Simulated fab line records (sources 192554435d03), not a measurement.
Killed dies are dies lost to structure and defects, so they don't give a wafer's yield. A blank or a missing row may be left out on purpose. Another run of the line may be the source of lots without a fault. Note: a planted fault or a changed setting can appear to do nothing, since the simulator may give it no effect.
A struck lot beside a sound one / flow n5 finfet / 17 out of 1938 route steps
Sound: the wafers L736.1, L736.2, L736.3. The struck wafers were L750.1, L750.2, L750.5. The cause is named last.
Per side, at each step with rows, come the tool, then ch with its chambers, and then its first start. Under that, the readings that differ: sound wafers / struck wafers / difference of the means / sigmas: that difference in standard deviations of wafers without a fault.
alike: readings with means less than 2 such deviations apart, plus words and numbers identical on both sides. not compared: withheld readings, readings lacking a value on some wafer, bounds such as >300 that could conceal the same value, and numbers that have no deviation in the record and whose values overlap.
Wherever a step has rows on one side only, a row that says differs or no value, or a row with sigmas, the two part there. Non-overlapping numbers with no deviation appear without sigmas and do not part them. A reading that every wafer of one side lacks parts them only if that side has two wafers or more.

N5_BEOL_M10_ETCH_61: etches SiARC in CF4, target depth 39 nm, time 65 s.
  sound on rie diel-01 ch 1,2,3, day 11 18:43; struck on rie diel-01 ch 0,1,2, day 14 20:56
  alike: chamber pressure mTorr, drypump motor current A, etch rf on time s, oes product au, rf vpp V, showerhead plenum p Torr, throttle valve pct
  not compared: rf hours counter h
N5_BEOL_M10_ETCH_62: etches SOC in N2/H2, target depth 110 nm, overetch 22 nm, time 165 s.
  sound on rie diel-01 ch 1,2,3, day 11 18:46; struck on rie diel-01 ch 0,1,2, day 14 20:59
  alike: chamber pressure mTorr, drypump motor current A, oes product au, rf vpp V, showerhead plenum p Torr, throttle valve pct
  not compared: rf hours counter h
then, 1 step without rows for these wafers: N5_BEOL_M10_STRIP_68 (strips in N2/H2).
N5_BEOL_M10_STRIP_67: strips in CF4.
  sound on rie diel-01 ch 1,2,3, day 11 18:55; struck on rie diel-01 ch 0,1,2, day 14 21:08
  alike: bias power w, chamber pressure mTorr, drypump motor current A, oes product au, rf vpp V, showerhead plenum p Torr, throttle valve pct
  not compared: rf hours counter h
N5_BEOL_M10_HM_OPEN_17: chemistry Cl2/BCl3, target TiN, target depth 20 nm, overetch 6 nm.
  sound on rie metal-02 ch 0,1, day 11 18:58; struck on rie metal-01 ch 0,1, day 14 21:10
  alike: chamber pressure mTorr, drypump motor current A, he backside leak sccm, oes product au, throttle valve pct
  not compared: rf hours counter h
N5_BEOL_M10_STRIP_19: strips in O2.
  sound on rie diel-01 ch 1,2,3, day 11 19:05; struck on rie diel-01 ch 0,2, day 14 21:17
  alike: chamber pressure mTorr, drypump motor current A, oes product au, rf vpp V, showerhead plenum p Torr, throttle valve pct
  not compared: rf hours counter h
N5_BEOL_M10_CD_MEAS_18: pitch 140 nm, target cd 70 nm.
  sound: cd sem-03 at day 11 19:09; struck: cd sem-03 at day 14 21:21
  alike: cd nm
then, 5 steps without rows for these wafers: N5_BEOL_M10_COAT_63 (time 60 s, resist thk 100 nm); N5_BEOL_M10_COAT_64 (time 60 s, resist thk 30 nm); N5_BEOL_M10_COAT_22 (resist thk 90 nm); N5_BEOL_M10_EBR_24; N5_BEOL_M10_SOFTBAKE_23 (time 60 s).
N5_BEOL_M10_EXPOSE_25: exposes mask V9.
  sound on arfi scanner-01 ch 0, day 11 20:29; struck on arfi scanner-02 ch 0, day 14 23:07
reading=exposure dose mJ cm2; sound=85.42 85.47 85.41; struck=94.16 94.13 94.13; difference=+8.71; sigmas=+92
  alike: mask
then, 2 steps without rows for these wafers: N5_BEOL_M10_PEB_26 (peb time 60 s); N5_BEOL_M10_DEVELOP_27 (develop time 30 s).
N5_BEOL_M10_CD_MEAS_28: target cd 70 nm.
  sound on cd sem-03 ch 0, day 11 20:38; struck on cd sem-02 ch 0, day 14 23:15
reading=cd nm (nm); sound=71.0 72.1 71.7; struck=79.5 80.0 78.0; difference=+7.6; sigmas=+9
N5_BEOL_M10_OVL_MEAS_29:
  sound on overlay-01 ch 0, day 11 20:40; struck on overlay-01 ch 0, day 14 23:17
  alike: V9_OVL

## WHERE THEY PART
First at N5_BEOL_M10_EXPOSE_25; last, within this record, at N5_BEOL_M10_CD_MEAS_28. Later steps at which nothing parts them and some readings are alike: N5_BEOL_M10_OVL_MEAS_29.

WHY: whatever the simulator had introduced
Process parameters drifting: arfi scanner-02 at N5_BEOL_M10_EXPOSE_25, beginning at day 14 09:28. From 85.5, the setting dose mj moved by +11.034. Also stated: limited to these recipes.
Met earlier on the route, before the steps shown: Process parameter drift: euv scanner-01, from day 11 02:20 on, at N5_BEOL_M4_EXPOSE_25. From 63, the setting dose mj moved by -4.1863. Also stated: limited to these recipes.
